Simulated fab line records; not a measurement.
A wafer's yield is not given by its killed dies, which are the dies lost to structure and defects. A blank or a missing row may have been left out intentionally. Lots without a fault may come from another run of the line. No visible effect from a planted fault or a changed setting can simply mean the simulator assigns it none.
Chamber matching | flow nand harc | NHARC_A_WL_FILL_STRIP_29 on rie diel-10 has 4 sister chambers
The step strips in O2, time 20 s. 4 wafers are shown with their chamber, then 8 later ones without.

WAFERS, EACH WITH ITS CHAMBER
wafer  | chamber | drypump motor current A (A)
L081.1 | 3       | 6.3
L081.2 | 0       | 5.7
L086.5 | 1       | 5.2
L090.1 | 2       | 5.7

WAFERS MISSING THEIR CHAMBER
wafer  | drypump motor current A (A)
L090.4 | 5.2
L090.5 | 5.7
L092.1 | 5.8
L092.5 | 5.8
L092.6 | 5.2
L094.1 | 5.2
L094.2 | 6.3
L094.5 | 5.2

WHICH CHAMBER EACH ONE RAN IN
wafer  | from the rows above     | in truth
L090.4 | 1                       | 1
L090.5 | can't be placed: 0 or 2 | 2
L092.1 | can't be placed: 0 or 2 | 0
L092.5 | can't be placed: 0 or 2 | 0
L092.6 | 1                       | 1
L094.1 | 1                       | 1
L094.2 | 3                       | 3
L094.5 | 1                       | 1
Correct placement for 5 of the 8. Can't be placed from these rows: 3 (the true chamber is among the candidates in 3). 0 placed wrongly.
How it was worked out, from the rows above alone: a wafer's distance from a chamber is the root of the sum, over the readings, of the square of ((its reading less the chamber's mean) divided by the reading's scatter). If the next closest chamber is less than 2 further off than the closest, the wafer can't be placed; otherwise it belongs to the closest. Each chamber's mean is taken over the wafers shown for it. The scatter: with one shown wafer a chamber, the root of the mean of the squares of how far each hidden wafer lies from its nearest shown one.
